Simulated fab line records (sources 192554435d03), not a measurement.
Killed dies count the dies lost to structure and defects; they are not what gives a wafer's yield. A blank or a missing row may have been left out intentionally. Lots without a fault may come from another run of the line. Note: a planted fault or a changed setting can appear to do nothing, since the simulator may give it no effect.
fab line records	flow n5_finfet
record lots=5	wafers=15	last_day=17
route steps=1938 shown BEOL_M8@1357 PASSIVATION@1936
lots that met no fault: taken from a fault-free run of the same line
start_h: hours from the record's opening day to when the first of the lot's shown wafers began	wait_h: hours from the lot's prior step to this one	" repeats the value in the row above	L1.1+2: one row covering several wafers at once	- no value present, or no start provided	* or withheld: withheld	< > ~ a bound
route shown NAME@n: a module of which the file shows steps, and the number in the route of the first	usual: mean/standard deviation of fault-free wafers	same: alike in all rows	chamber/n: place in a boat	sites: readings site by site	_std_site: the values' standard deviation	_edge_site: outer sites' mean less inner sites'	radius_mm: for every site, how far away it sits from the centre of the wafer	mask NAME#n: copy n	behind: the tool/chamber that last shaped the wafer	hold: why the lot went on hold/how many hours it stayed there/how the hold came to an end	device: whichever transistor did not switch (one of n, p or np)	end of line: at the end of the route, the tests of the same wafers	a step given without rows: its recipe and nothing more	killed: at the first sort, the dies lost to defects and structure; wafer yield is something else	map: dies across one wafer; x = killed, . = not, _ = none there
set.NAME: the setting as run; set.NAME@STEP: as run at that earlier step	model.NAME: the simulator's own value behind a step, which no gauge read
lots seen at some steps along the route; tables by step, rows by wafer
services: the hour from which a tool's chamber was out of use, counted from the record's first day as start_h (under 0 if before that day), plus the number of hours and why
## steps
# step N5_BEOL_M8_COAT_64
# recipe resist=SiARC	temp_c=220	time_s=60	spin_rpm=1500	resist_thk_nm=12
# step N5_BEOL_M8_COAT_71
# recipe resist=underlayer	temp_c=205	time_s=60	spin_rpm=1500	resist_thk_nm=5
# step N5_BEOL_M8_COAT_22
# recipe resist=CAR-EUV	spin_rpm=1500	resist_thk_nm=30
# step N5_BEOL_M8_EBR_24
# recipe solvent=PGMEA	ebr_width_mm=1.5
# step N5_BEOL_M8_SOFTBAKE_23
# recipe temp_c=110	time_s=60	resist=CAR-EUV
# step N5_BEOL_M8_EXPOSE_25
# recipe mask_id=V7	na=0.33	source_shape=annular	sigma_inner=0.4	sigma_outer=0.8	polarization=unpolarized	target_cd_nm=40	dose_mj=42.5
# step N5_BEOL_M8_PEB_26
# recipe peb_temp_c=100	peb_time_s=60	resist=CAR-EUV
# step N5_BEOL_M8_DEVELOP_27
# recipe develop_time_s=30	developer=TMAH	resist=CAR-EUV	rinse_liquid=surfactant_rinse	dry=air_spin	dev_temp_c=23
# step N5_BEOL_M8_CD_MEAS_28
# recipe target_cd_nm=40	landing_energy_ev=500	detector=se_inlens
# usual cd_nm=40.00/0.23
# same landing_energy_ev=500
lot.wafer	tool	chamber	start_h	wait_h	cd_nm
L869.3	cd_sem-03	0	219.28	-	39.86
L869.5	"	0	"	"	40.07
L869.6	"	0	"	"	39.86
L882.3	cd_sem-01	0	297.27	-	39.76
L882.4	"	0	"	"	40.14
L882.5	"	0	"	"	40.00
L884.1	cd_sem-01	0	305.30	-	39.91
L884.3	"	0	"	"	39.93
L884.6	"	0	"	"	40.24
L887.1	cd_sem-02	0	323.89	-	40.20
L887.2	"	0	"	"	39.95
L887.4	"	0	"	"	40.05
L889.2	cd_sem-01	0	330.06	-	39.90
L889.3	"	0	"	"	39.85
L889.6	"	0	"	"	40.11
# step N5_BEOL_M8_OVL_MEAS_29
# recipe points_per_wafer=522
# usual V7_OVL=0.2/0.72
# same points_per_wafer=522
lot.wafer	tool	chamber	start_h	wait_h	V7_OVL[nm]
L869.3	overlay-02	0	219.32	0.0	-0.5
L869.5	"	0	"	"	0.5
L869.6	"	0	"	"	0.2
L882.3	overlay-02	0	297.31	0.0	-0.1
L882.4	"	0	"	"	0.3
L882.5	"	0	"	"	1.1
L884.1	overlay-02	0	305.33	0.0	-0.1
L884.3	"	0	"	"	0.2
L884.6	"	0	"	"	1.0
L887.1	overlay-02	0	323.92	0.0	-1.1
L887.2	"	0	"	"	-0.1
L887.4	"	0	"	"	-1.3
L889.2	overlay-02	0	330.10	0.0	-0.3
L889.3	"	0	"	"	1.1
L889.6	"	0	"	"	0.3
# step N5_BEOL_M8_INSPECT_30
# recipe mode=adi	inspect_instrument=brightfield
# usual raw_defect_count=413/93
lot.wafer	tool	chamber	start_h	wait_h	raw_defect_count
L869.3	defect_inspect-02	-	219.37	0.0	440
L869.5	"	-	"	"	373
L869.6	"	-	"	"	386
L882.3	defect_inspect-01	-	297.36	0.0	354
L882.4	"	-	"	"	444
L882.5	"	-	"	"	396
L884.1	defect_inspect-01	-	305.39	0.1	255
L884.3	"	-	"	"	319
L884.6	"	-	"	"	435
L887.1	defect_inspect-01	-	323.98	0.1	322
L887.2	"	-	"	"	476
L887.4	"	-	"	"	399
L889.2	defect_inspect-02	-	330.15	0.0	331
L889.3	"	-	"	"	236
L889.6	"	-	"	"	348
# step N5_BEOL_M8_DESCUM_33
# recipe chemistry=O2	time_s=7	source_power_w=50	bias_power_w=20	pressure_mtorr=20	rf_frequency_hz=2.712e+07	temp_c=40	resist=CAR-EUV	o2_flow_sccm=225
# step N5_BEOL_M8_ETCH_72
# recipe chemistry=N2/H2	target=underlayer	target_depth_a=65	mask_material=CAR-EUV	time_s=5.2	ion_energy_ev=200	pressure_mtorr=30	source_w=840	bias_w=150	n2_flow_sccm=200	h2_flow_sccm=200	ends=cleared
# usual drypump_motor_current_A=5.5/0.41	etch_rf_on_time_s=5.15/0.12	oes_product_au=0.69/0.07	rf_vpp_V=524.4/2.7	showerhead_plenum_p_Torr=2.56/0.081	throttle_valve_pct=17.91/0.22
lot.wafer	tool	chamber	start_h	wait_h	drypump_motor_current_A	etch_rf_on_time_s	oes_product_au	rf_hours_counter_h	rf_vpp_V	showerhead_plenum_p_Torr	throttle_valve_pct
L869.3	rie_diel-02	0	219.44	0.0	5.2	5.07	0.78	38	521.2	2.49	17.80
L869.5	"	1	"	"	6.2	5.05	0.64	-	523.7	2.56	18.02
L869.6	"	0	"	"	5.2	5.03	0.78	-	521.9	2.49	17.82
L882.3	rie_diel-02	3	297.42	0.0	5.1	5.18	0.67	102	524.7	2.56	17.92
L882.4	"	2	"	"	5.7	5.14	0.68	92	523.6	2.46	17.94
L882.5	"	3	"	"	5.1	5.13	0.67	-	526.3	2.56	17.90
L884.1	rie_diel-06	2	305.45	0.0	5.4	5.05	0.74	60	526.8	2.69	17.58
L884.3	"	3	"	"	4.9	5.40	0.72	54	519.0	2.46	17.93
L884.6	"	1	"	"	5.3	5.20	0.56	-	526.5	2.62	18.33
L887.1	rie_diel-06	3	324.32	0.0	4.9	5.37	0.71	63	523.7	2.46	17.94
L887.2	"	1	"	"	5.3	5.22	0.58	245	527.2	2.62	18.32
L887.4	"	2	"	"	5.4	5.16	0.73	68	528.8	2.69	17.59
L889.2	rie_diel-06	2	330.22	0.0	5.4	5.06	0.74	71	528.7	2.69	17.63
L889.3	"	0	"	"	5.8	5.30	0.79	3	521.2	2.51	17.40
L889.6	"	1	"	"	5.3	5.19	0.57	-	526.0	2.62	18.31
# step N5_BEOL_M8_ETCH_65
# recipe chemistry=CF4	target=SiARC	target_depth_a=156	mask_material=CAR-EUV	time_s=26	ion_energy_ev=80	pressure_mtorr=40	source_w=545	bias_w=36	Ar_flow_sccm=100	cf4_flow_sccm=100	ends=cleared
# step N5_BEOL_M8_ETCH_66
# recipe chemistry=N2/H2	target=SOC	target_depth_a=800	overetch_a=160	mask_material=SiARC	temp_c=40	time_s=120	ion_energy_ev=200	pressure_mtorr=30	source_w=840	bias_w=150	n2_flow_sccm=200	h2_flow_sccm=200
# step N5_BEOL_M8_STRIP_69
# recipe chemistry=N2/H2	temp_c=40	n2_flow_sccm=200	h2_flow_sccm=200	rf_frequency_hz=6e+07
# step N5_BEOL_M8_STRIP_73
# recipe chemistry=N2/H2	temp_c=40	n2_flow_sccm=200	h2_flow_sccm=200	rf_frequency_hz=6e+07
# step N5_BEOL_M8_VIA_ETCH_34
# recipe chemistry=C4F6/O2	target=SiCOH_lowk	target_depth_a=1255	mask_material=SOC	taper_deg=4	time_s=50.5	ion_energy_ev=250	pressure_mtorr=30	source_w=345	bias_w=185	Ar_flow_sccm=300	C4F6_flow_sccm=10	O2_flow_sccm=10
# step N5_BEOL_M8_STRIP_76
# recipe chemistry=C4F6/O2	resist=SiARC	rf_frequency_hz=6e+07
# step N5_BEOL_M8_STRIP_36
# recipe chemistry=N2/H2	power_w=450	temp_c=40	pressure_mtorr=20	rf_frequency_hz=6e+07	overash_fraction=0.3	bias_power_w=7	h2_frac=0.5	n2_flow_sccm=200	h2_flow_sccm=200
# usual drypump_motor_current_A=5.5/0.41	oes_product_au=0.80/0.085	rf_vpp_V=59.1/1.3	showerhead_plenum_p_Torr=2.55/0.081	temp_c=40.01/0.11	throttle_valve_pct=23.75/0.24
lot.wafer	tool	chamber	start_h	wait_h	drypump_motor_current_A	oes_product_au	rf_hours_counter_h	rf_vpp_V	showerhead_plenum_p_Torr	temp_c	throttle_valve_pct
L869.3	rie_diel-02	0	219.63	0.0	5.3	0.89	38	59.7	2.48	40.05	23.68
L869.5	"	1	"	"	6.1	0.74	-	59.2	2.56	40.19	23.79
L869.6	"	0	"	"	5.2	0.90	-	59.4	2.48	40.13	23.64
L882.3	rie_diel-02	3	297.62	0.0	5.1	0.78	102	56.6	2.56	40.03	23.81
L882.4	"	2	"	"	5.7	0.83	92	55.9	2.45	39.97	23.84
L882.5	"	3	"	"	5.1	0.78	-	60.5	2.56	40.09	23.82
L884.1	rie_diel-06	2	305.65	0.0	5.4	0.86	60	62.2	2.69	39.96	23.54
L884.3	"	3	"	"	4.9	0.85	54	59.3	2.46	40.13	23.63
L884.6	"	1	"	"	5.3	0.66	-	58.4	2.62	40.04	24.18
L887.1	rie_diel-06	3	324.52	0.0	4.9	0.85	63	60.0	2.45	40.07	23.63
L887.2	"	1	"	"	5.3	0.67	245	58.3	2.61	39.99	24.19
L887.4	"	2	"	"	5.4	0.85	69	59.6	2.68	40.10	23.51
L889.2	rie_diel-06	2	330.41	0.0	5.4	0.84	71	60.2	2.68	40.02	23.54
L889.3	"	0	"	"	5.8	0.97	3	57.3	2.51	39.87	23.12
L889.6	"	1	"	"	5.3	0.67	-	61.3	2.61	40.02	24.16
# step N5_BEOL_M8_TRENCH_ETCH_37
# recipe chemistry=C4F6/O2	target_depth_a=934.78	target=SiCOH_lowk	time_s=31.2	ion_energy_ev=250	pressure_mtorr=30	source_w=345	bias_w=185	Ar_flow_sccm=300	C4F6_flow_sccm=10	O2_flow_sccm=10
# step N5_BEOL_M8_ETCH_41
# recipe chemistry=CH3F/O2	target=SiCN	target_depth_a=319	taper_deg=2	time_s=57.8	ion_energy_ev=120	mask_material=TiN	pressure_mtorr=30	source_w=395	bias_w=75	Ar_flow_sccm=150	CH3F_flow_sccm=30	O2_flow_sccm=20
# step N5_BEOL_M8_STRIP_80
# recipe chemistry=N2/H2	time_s=10	power_w=450	temp_c=40	pressure_mtorr=20	rf_frequency_hz=6e+07	bias_power_w=7	n2_flow_sccm=200	h2_flow_sccm=200
# usual drypump_motor_current_A=5.5/0.41	oes_product_au=0.81/0.084	rf_vpp_V=59.2/0.85	showerhead_plenum_p_Torr=2.55/0.081	temp_c=39.99/0.11	throttle_valve_pct=23.75/0.24
lot.wafer	tool	chamber	start_h	wait_h	drypump_motor_current_A	oes_product_au	rf_hours_counter_h	rf_vpp_V	showerhead_plenum_p_Torr	temp_c	throttle_valve_pct
L869.3	rie_diel-02	0	-	-	5.2	0.89	38	58.4	2.48	39.95	23.66
L869.5	"	1	"	"	6.2	0.74	-	60.1	2.56	39.97	23.78
L869.6	"	0	"	"	5.2	0.90	-	59.8	2.48	40.05	23.67
L882.3	rie_diel-02	3	-	-	5.1	0.78	102	58.8	2.56	39.87	23.81
L882.4	"	2	"	"	5.8	0.83	92	59.1	2.45	39.94	23.81
L882.5	"	3	"	"	5.1	0.77	-	56.8	2.56	39.90	23.82
L884.1	rie_diel-06	2	-	-	5.4	0.85	60	58.8	2.69	39.87	23.52
L884.3	"	3	"	"	4.9	0.86	55	60.6	2.46	39.99	23.64
L884.6	"	1	"	"	5.4	0.67	-	60.3	2.62	40.06	24.15
L887.1	rie_diel-06	3	-	-	4.9	0.85	63	58.4	2.45	40.17	23.63
L887.2	"	1	"	"	5.4	0.66	245	58.1	2.61	40.04	24.19
L887.4	"	2	"	"	5.4	0.84	69	58.9	2.68	39.95	23.51
L889.2	rie_diel-06	2	-	-	5.4	0.83	71	58.8	2.68	40.15	23.53
L889.3	"	0	"	"	5.9	0.96	3	59.7	2.51	39.89	23.13
L889.6	"	1	"	"	5.3	0.66	-	59.6	2.61	39.90	24.19
# step N5_BEOL_M8_OCD_MEAS_38
# usual trench_depth_nm=93.4/1.7
lot.wafer	tool	chamber	start_h	wait_h	trench_depth_nm
L869.3	ocd-02	-	219.83	-	95.9
L869.5	"	-	"	"	94.5
L869.6	"	-	"	"	94.7
L882.3	ocd-01	-	297.82	-	93.3
L882.4	"	-	"	"	94.5
L882.5	"	-	"	"	91.7
L884.1	ocd-02	-	305.85	-	93.4
L884.3	"	-	"	"	91.5
L884.6	"	-	"	"	91.0
L887.1	ocd-02	-	324.72	-	91.4
L887.2	"	-	"	"	91.9
L887.4	"	-	"	"	93.1
L889.2	ocd-01	-	330.61	-	94.0
L889.3	"	-	"	"	91.7
L889.6	"	-	"	"	91.5
# step N5_BEOL_M8_HM_STRIP_39
# recipe chemistry=peroxide_tin_strip	material=TiN	target_depth_a=250	temp_c=50	time_s=158
# step N5_BEOL_M8_SRD_40
# recipe time_s=30	temp_c=23	rinse_liquid=diw	dry=ipa_marangoni
# step N5_BEOL_M8_PRECLEAN_42
# recipe chemistry=residue_remover	time_s=60	temp_c=40
# step N5_BEOL_M8_SRD_43
# recipe time_s=30	temp_c=23	rinse_liquid=diw	dry=ipa_marangoni
# step N5_BEOL_M8_CD_MEAS_35
# recipe target_cd_nm=40	polarity=opening
# usual cd_nm=39.8/0.68
lot.wafer	tool	chamber	start_h	wait_h	cd_nm
L869.3	cd_sem-03	-	219.99	0.0	40.4
L869.5	"	-	"	"	38.2
L869.6	"	-	"	"	39.8
L882.3	cd_sem-02	-	297.97	0.0	39.5
L882.4	"	-	"	"	39.9
L882.5	"	-	"	"	40.3
L884.1	cd_sem-01	-	306.00	0.0	41.7
L884.3	"	-	"	"	41.1
L884.6	"	-	"	"	40.7
L887.1	cd_sem-02	-	324.88	0.0	40.5
L887.2	"	-	"	"	40.2
L887.4	"	-	"	"	39.8
L889.2	cd_sem-02	-	330.77	0.0	40.6
L889.3	"	-	"	"	39.7
L889.6	"	-	"	"	40.4
# step N5_BEOL_M8_CURE_75
# recipe temp_c=370	time_s=120	ambient=DMADMS/He	material=SiCOH_lowk
# step N5_BEOL_M8_DEGAS_44
# recipe ambient=vacuum	temp_c=250	time_s=60
# usual heater_power_w=336/35
lot.wafer	tool	chamber	start_h	wait_h	heater_power_w
L869.3	pvd_sputter-02	-	220.39	0.2	319
L869.5	"	-	"	"	379
L869.6	"	-	"	"	349
L882.3	pvd_sputter-03	-	298.65	0.5	322
L882.4	"	-	"	"	349
L882.5	"	-	"	"	308
L884.1	pvd_sputter-03	-	306.54	0.4	308
L884.3	"	-	"	"	345
L884.6	"	-	"	"	319
L887.1	pvd_sputter-03	-	325.24	0.3	314
L887.2	"	-	"	"	304
L887.4	"	-	"	"	291
L889.2	pvd_sputter-03	-	331.27	0.4	341
L889.3	"	-	"	"	311
L889.6	"	-	"	"	305
# step N5_BEOL_M8_PRE_CLEAN_45
# recipe gas=H2/He	time_s=30	temp_c=250
# usual heater_power_w=337/36
lot.wafer	tool	chamber	start_h	wait_h	heater_power_w
L869.3	pvd_sputter-02	-	220.43	0.0	309
L869.5	"	-	"	"	383
L869.6	"	-	"	"	348
L882.3	pvd_sputter-03	-	298.69	0.0	317
L882.4	"	-	"	"	359
L882.5	"	-	"	"	302
L884.1	pvd_sputter-03	-	306.58	0.0	313
L884.3	"	-	"	"	357
L884.6	"	-	"	"	304
L887.1	pvd_sputter-03	-	325.28	0.0	315
L887.2	"	-	"	"	298
L887.4	"	-	"	"	285
L889.2	pvd_sputter-03	-	331.31	0.0	342
L889.3	"	-	"	"	312
L889.6	"	-	"	"	309
# step N5_BEOL_M8_ALD_77
# recipe material=TaN	target_thk_a=20	temp_c=275	ald_precursor_family=PDMAT	ald_co_reactant=NH3	pressure_torr=3	carrier_flow_sccm=1500	pulse_time_s=2	purge_time_s=3	co_reactant_purge_time_s=2	co_reactant_pulse_time_s=3	ald_cycles=40	precursor_vessel_temp_c=75	precursor_vessel_pressure_torr=26.25	precursor_vessel_carrier_sccm=1000
# step N5_BEOL_M8_SURFACE_TREAT_79
# recipe gas=Ar	time_s=*	ion_energy_ev=*	ion_current_ma_cm2=0.5	pressure_mtorr=*	ar_flow_sccm=30
# step N5_BEOL_M8_CVD_78
# recipe material=Co	target_thk_a=20	temp_c=withheld	precursor=CCTBA/H2	pressure_torr=30	time_s=142.3
# step N5_BEOL_M8_SPUTTER_48
# recipe material=Cu	target_thk_a=100	temp_c=-20	bias_v=60	power_w=26000	chamber_pressure_pa=0.13	time_s=1.667
# step N5_BEOL_M8_ECD_50
# recipe material=Cu	target_thk_a=3000
# step N5_BEOL_M8_ANNEAL_51
# recipe temp_c=225	time_s=90	ambient=N2
# usual wafer_temp_C_max=226.7/0.33
lot.wafer	tool	chamber	start_h	wait_h	wafer_temp_C_max
L869.3	rtp_anneal-01	0	221.62	0.1	226.2
L869.5	"	0	"	"	226.7
L869.6	"	0	"	"	226.6
L882.3	rtp_anneal-01	0	299.82	0.5	226.7
L882.4	"	0	"	"	226.7
L882.5	"	0	"	"	226.5
L884.1	rtp_anneal-02	0	307.88	0.4	226.6
L884.3	"	0	"	"	226.8
L884.6	"	0	"	"	226.5
L887.1	rtp_anneal-01	0	327.55	0.3	226.5
L887.2	"	0	"	"	227.1
L887.4	"	0	"	"	227.0
L889.2	rtp_anneal-01	0	332.67	0.3	226.1
L889.3	"	0	"	"	227.2
L889.6	"	0	"	"	226.6
# step N5_BEOL_M8_CMP_52
# recipe stop_on=SiCOH_lowk	t_overpolish_s=6.9	down_force_psi=1	platen_rpm=50	clearing_platen_down_force_psi=1.5	clearing_platen_rpm=50	post_cmp_clean=cu_alkaline	target_thk_nm=80	clearing_platen_pad_velocity_m_s=0.99484	pad_velocity_m_s=0.99484
# step N5_BEOL_M8_THK_MEAS_53
# recipe thk_meas_gauge=xrf	reads=Cu_of_BEOL_M8_ECD_50
# usual M8_THK=79.7/2.1
lot.wafer	tool	chamber	start_h	wait_h	M8_THK[nm]
L869.3	film_metro-01	-	222.12	-	80.7
L869.5	"	-	"	"	79.1
L869.6	"	-	"	"	81.2
L882.3	film_metro-01	-	300.34	-	81.0
L882.4	"	-	"	"	82.9
L882.5	"	-	"	"	79.3
L884.1	film_metro-01	-	308.47	-	77.7
L884.3	"	-	"	"	79.2
L884.6	"	-	"	"	75.5
L887.1	film_metro-01	-	328.14	-	75.4
L887.2	"	-	"	"	75.8
L887.4	"	-	"	"	77.7
L889.2	film_metro-01	-	333.22	-	79.7
L889.3	"	-	"	"	77.4
L889.6	"	-	"	"	78.4
# step N5_BEOL_M8_PRE_CLEAN_55
# recipe gas=NH3	time_s=15	temp_c=withheld	rf_power_w=300
# step N5_BEOL_M8_DEP_56
# recipe material=SiCN	target_thk_a=100	temp_c=withheld	precursor=3MS/NH3	pressure_torr=3	rf_w=202	time_s=17.5
# step N5_PASSIVATION_PROBE_49
# usual defect_limited_yield=91.0/1.4	killed_at_M0_to_M3=35/10	killed_at_M4_up=13/6	killed_at_contacts=13/6.4	killed_at_front_end=42/12	killed_at_other=3.2/2.4	killed_dies=107/17	killed_open=69/13	killed_short=33/7.3	sort_bin_5_function=5.3/0.92	sort_bin_6_memory=3.3/0.66	sort_n_pass=1073/17	sort_yield_pct=90.9/1.4
# same gross_dies=1180	killed_at_back_side=0	sort_bin_4_leakage[%]=0	sort_bin_8_speed[%]=0
lot.wafer	tool	chamber	start_h	wait_h	defect_limited_yield[%]	killed_at_M0_to_M3	killed_at_M4_up	killed_at_contacts	killed_at_front_end	killed_at_other	killed_dies	killed_open	killed_short	sort_bin_5_function[%]	sort_bin_6_memory[%]	sort_n_pass	sort_yield_pct[%]
L869.3	prober-02	-	278.66	0.4	92.4	38	7	8	31	6	90	49	38	5.0	2.4	1090	92.4
L869.5	prober-02	-	278.76	0.5	90.3	59	11	18	24	3	115	79	34	5.3	4.1	1065	90.3
L869.6	prober-02	-	278.81	0.5	87.2	54	11	33	48	5	151	98	44	6.2	5.7	1029	87.2
L882.3	prober-01	-	367.09	0.1	80.9	22	141	14	46	2	225	57	36	11.4	4.8	955	80.9
L882.4	prober-01	-	367.14	0.2	91.8	23	18	5	51	0	97	68	25	5.1	2.9	1083	91.8
L882.5	prober-01	-	367.19	0.2	80.3	31	135	11	56	0	233	90	25	13.7	4.2	947	80.3
L884.1	prober-01	-	369.26	0.3	91.2	32	10	7	55	0	104	64	36	4.8	3.6	1076	91.2
L884.6	prober-01	-	369.51	0.6	92.9	29	10	7	34	4	84	55	23	4.2	2.3	1096	92.9
L889.2	prober-02	-	409.26	0.1	92.9	21	15	22	22	4	84	61	21	4.2	2.9	1096	92.9
L889.3	prober-02	-	409.31	0.1	92.1	26	9	26	27	5	93	65	25	4.7	2.8	1087	92.1
L889.6	prober-02	-	409.46	0.3	91.4	35	8	30	26	2	101	70	29	4.8	3.4	1079	91.4
# killed by level:class
L869.3 BEOL_M0_SAQP:geometric_particle:short=20 MOL_CONTACT_COAG:geometric_particle:open=8 FIN_SAQP:geometric_particle:open=4 DUMMY_GATE:geometric_particle:open=4 ILD0:geometric_particle:short=4 BEOL_M0_SAQP:geometric_particle:open=4 GATE_CUT:geometric_particle:short=4 BEOL_M3:geometric_particle:open=4
L869.5 BEOL_M2:geometric_particle:open=15 MOL_CONTACT_COAG:geometric_particle:open=12 BEOL_M0_SAQP:geometric_particle:open=11 BEOL_M0_SAQP:geometric_particle:short=10 BEOL_M4:geometric_particle:open=8 DUMMY_GATE:geometric_particle:open=7 BEOL_M1:geometric_particle:open=7 BEOL_M2:geometric_particle:short=6
L869.6 MOL_CONTACT_COAG:geometric_particle:open=24 BEOL_M1:geometric_particle:open=11 DUMMY_GATE:geometric_particle:open=10 BEOL_M3:geometric_particle:open=10 MOL_CONTACT_COAG:geometric_particle:short=9 BEOL_M0_SAQP:geometric_particle:open=9 BEOL_M0_SAQP:geometric_particle:short=8 BEOL_M3:geometric_particle:short=8
L882.3 BEOL_M8:unspecified=127 STI_FIN_REVEAL:geometric_particle:open=12 MOL_CONTACT_COAG:geometric_particle:open=10 FIN_SAQP:geometric_particle:short=9 BEOL_M4:geometric_particle:open=9 BEOL_M0_SAQP:geometric_particle:short=7 FIN_SAQP:geometric_particle:open=6 GATE_CUT:geometric_particle:short=6
L882.4 STI_FIN_REVEAL:geometric_particle:open=16 BEOL_M4:geometric_particle:open=11 BEOL_M3:geometric_particle:open=9 FIN_SAQP:geometric_particle:open=7 GATE_CUT:geometric_particle:short=7 STARTING-WAFER:geometric_particle:open=4 ILD0:geometric_particle:open=4 BEOL_M0_SAQP:geometric_particle:open=4
L882.5 BEOL_M8:unspecified=118 FIN_SAQP:geometric_particle:open=19 STI_FIN_REVEAL:geometric_particle:open=14 BEOL_M4:geometric_particle:open=12 MOL_CONTACT_COAG:geometric_particle:open=8 BEOL_M2:geometric_particle:open=8 BEOL_M3:geometric_particle:open=6 FIN_SAQP:geometric_particle:short=5
L884.1 BEOL_M2:geometric_particle:open=10 FIN_SAQP:geometric_particle:open=8 FIN_SAQP:geometric_particle:short=8 ILD0:geometric_particle:short=8 STI_FIN_REVEAL:geometric_particle:open=7 STARTING-WAFER:geometric_particle:short=7 BEOL_M0_SAQP:geometric_particle:short=7 MOL_CONTACT_COAG:geometric_particle:open=5
L884.6 BEOL_M2:geometric_particle:open=9 MOL_CONTACT_COAG:geometric_particle:open=6 BEOL_M0_SAQP:geometric_particle:short=6 ILD0:geometric_particle:open=5 BEOL_M0_SAQP:geometric_particle:open=5 GATE_CUT:geometric_particle:short=4 BEOL_M5:geometric_particle:open=4 STI_FIN_REVEAL:geometric_particle:open=3
L889.2 MOL_CONTACT_COAG:geometric_particle:open=17 BEOL_M4:geometric_particle:open=10 BEOL_M3:geometric_particle:open=7 BEOL_M1:geometric_particle:open=7 FIN_SAQP:geometric_particle:open=5 MOL_CONTACT_COAG:geometric_particle:short=5 BEOL_M2:geometric_particle:open=4 STARTING-WAFER:geometric_particle:short=4
L889.3 MOL_CONTACT_COAG:geometric_particle:open=22 BEOL_M3:geometric_particle:open=6 BEOL_M2:geometric_particle:open=5 FIN_SAQP:geometric_particle:open=4 MOL_CONTACT_COAG:geometric_particle:short=4 BEOL_M0_SAQP:geometric_particle:short=4 BEOL_M1:geometric_particle:open=4 BEOL_M1:geometric_particle:short=4
L889.6 MOL_CONTACT_COAG:geometric_particle:open=23 BEOL_M3:geometric_particle:open=9 MOL_CONTACT_COAG:geometric_particle:short=7 BEOL_M0:geometric_particle:open=7 BEOL_M0_SAQP:geometric_particle:short=7 BEOL_M0_SAQP:geometric_particle:open=5 DUMMY_GATE:geometric_particle:open=4 BEOL_M1:geometric_particle:open=4
# map L882.5 (x killed, . not)
_________________............________________
______________................x._____________
___________..........x.x...x...x...__________
__________.....x......x.......x....._________
________.......x....x..x.....x..xx...._______
_______.x..x..........................x______
______.x.......x...................x...._____
_____..............x........x.....x......____
____.x...............xx.........x.........___
___.........xx..x..........................__
___........x...x.........x.................__
__..............x...................x....x.._
__......................x...........x......._
_x..........x............x.....x.xxx.........
_..x............x............x.x...x.........
_....x.x....xx........x.....x......x.x.......
_................x.x...............x.........
_....x.......x..xxxx..x......................
_............xxxxxxxxx..x.x...x..x.x.........
_.........xx.xxxxxxxxxx..xx.x.....xx.x..xx.x.
_.........xx.xxxxxxxxxxxx.................x.x
__..........xxxxxxxxxxxx...........x........_
__x....x....xxxxxxxxxxxx..xx..x...x.....x.x._
___.........xxxxxxxxxxxxxx.............x...__
___.........xxxxxxxxxxxxx..................__
____.x.xx..x.xxxxxxxxx.........x..........___
_____..x......xxxxxxx.xx....x......x..x..____
______.....x....xx.xx.............x....._____
_______............x..x...x..........x.______
________......x...x......x............_______
__________..x.......xx.............._________
___________.x......x.x...x.x.....x.__________
______________........x..x.....x_____________
_________________.........x..________________
# map L869.6 (x killed, . not)
_________________x.......xx..________________
______________.....x.........x.._____________
___________.....................x..__________
__________..................x...x..x_________
________....x..x.x.............x.x..x._______
_______...........xx.......x...........______
______..x..x............xx..x.....x....._____
_____.................................xx.____
____...x.......x..x.......................___
___..x.........x.xx..xx.....x..............__
___.x..........x...x..x....................__
__x...x.....................x.......x......._
__..................x................x......_
_.....x......x.............x..........x..x...
_.......x....xx.x...x....xx.........x.x......
_...............................x.x..........
_....................x........x.....x....x...
_...xx....x...................x..............
_....xx.......x.x..........x...............x.
_....x.x......x..x.x.x..........x..x.x.......
_......x.........x..x.x..x....x..............
__.......x...x....xx..........x.x.....x....._
__...............................x...x...xx._
___..x..xx.........x..............x........__
___...x.......x.x..xx...x...xx.......xx...x__
____..x...........x........x......x....x..___
_____......................xx.x...xx..xx.____
______......x...x.........x...........x._____
_______....................x...xx......______
________..x......x...................._______
__________...........x....x.x.....xx_________
___________x..x.....x.......x......__________
______________.....x....x..x...._____________
_________________............________________
## services
tool	chamber	start_h	hours	kind
rie_diel-06	2	210.88	4.2	repair
rie_diel-06	-	246.45	15.6	pm
rie_diel-06	0	299.85	-	clean
rie_diel-06	0	299.85	-	consumable_replace:esc
rie_diel-06	0	299.85	-	consumable_replace:focus_ring
rie_diel-06	0	299.85	24.4	scheduled_down
rie_diel-06	0	299.85	24.4	vent_cycle
rie_diel-06	1	325.72	3.3	repair
## key
first_sign step=N5_PASSIVATION_PROBE_49	reading=killed_at_M4_up	direction=up	sigmas=21	usual=13	struck=138
effect step=N5_PASSIVATION_PROBE_49	reading=killed_dies	direction=up	sigmas=7.4	usual=107	struck=229
more_kills_born_at N5_BEOL_M8_ETCH_72@rie_diel-02=245
met_at N5_BEOL_M8_ETCH_72
struck_wafers L882.3,L882.5
fault kind=chamber_particle_source	tool=rie_diel-02	chamber=3	onset_h=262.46	steps=N5_BEOL_M8_ETCH_72	rate_per_visit_cm2=0.91661	end_h=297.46
